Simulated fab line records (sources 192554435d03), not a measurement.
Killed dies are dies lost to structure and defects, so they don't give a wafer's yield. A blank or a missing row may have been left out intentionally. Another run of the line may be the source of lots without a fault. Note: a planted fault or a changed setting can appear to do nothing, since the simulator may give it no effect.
Problem report in the 8D (eight disciplines) form, filled by code :: flow n5Finfet :: the parts of the form that need people (team, actions taken, sign-off) are left out

== 1. THE ISSUE ==
At N5_BEOL_M8_COAT_71, spinSpeedRpm averages 1442.3 rpm over 6 wafers from 2 lots, while fault-free wafers read 1500.2 rpm, standard deviation 0.99. That is -58 standard deviations from the usual mean.
The step: time 60 s, resist thk 5 nm.
First seen on wafer L791.2, day 14 00:19, on lithoTrack-05. The record holds 12 wafers of 4 lots with a number at this step. The rule behind "out" and "out of limits": a value lying over 4 standard deviations away from the usual mean. The other wafers with a number count as sound.

== 2. WHAT IT IS; WHAT IT IS NOT ==
question: which readings at this step
is: spinSpeedRpm
is not: -

question: which lots
is: L791, L796
is not: L785, L799

question: which wafers of those lots
is: all that have a number
is not: -

question: read on which tools
is: lithoTrack-05
is not: lithoTrack-04

question: when
is: from day 14 00:19
is not: up to then (3 sound wafers); but 3 sound wafers of L799 came after

== 3. WHAT RULES OUT EACH SUSPECT ==
Counting: a tool at any process step up to the reading remains a suspect when it ran all the lots that are out and ran no sound lot after the first of those.
- lithoTrack-05 at N5_BEOL_M8_COAT_71 (time 60 s, resist thk 5 nm): kept. Every lot that is out went through it, starting with L791 (day 14 00:19), and after that it ran no sound lot; the last sound lot it ran before then is L785 (day 11 21:01). On those wafers its own readings are out: spinSpeedRpm.
Remaining after the count: lithoTrack-05 at N5_BEOL_M8_COAT_71.

== 4. THE CAUSE (what the simulator had put in) ==
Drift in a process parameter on lithoTrack-05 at N5_BEOL_M8_COAT_71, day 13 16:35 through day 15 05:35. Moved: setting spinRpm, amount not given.
This tool alone remained once counting was done.

== 5. THE CHAIN OF EFFECTS, in route order ==
One row per reading whose mean, taken over the struck wafers that have a number, lies over 3 standard deviations from the usual. Scope: only readings with a usual standard deviation given in the record; hours: median across lots of the time from each lot's start at the first step in this table that gives one to its start at this step; sigmas: change in usual standard deviations.
hours: 0
step: N5_BEOL_M8_COAT_71
reading: spinSpeedRpm
usual: 1500.2 rpm
on struck wafers: 1442.3
change: -57.9
sigmas: -58
Here are the process steps it includes:
- N5_BEOL_M8_COAT_71: time 60 s, resist thk 5 nm.

== 6. HOW IT WOULD HAVE BEEN CAUGHT EARLIER ==
First out-of-limits reading in this record: day 14 00:19, which is 8 hours after fault onset at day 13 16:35.
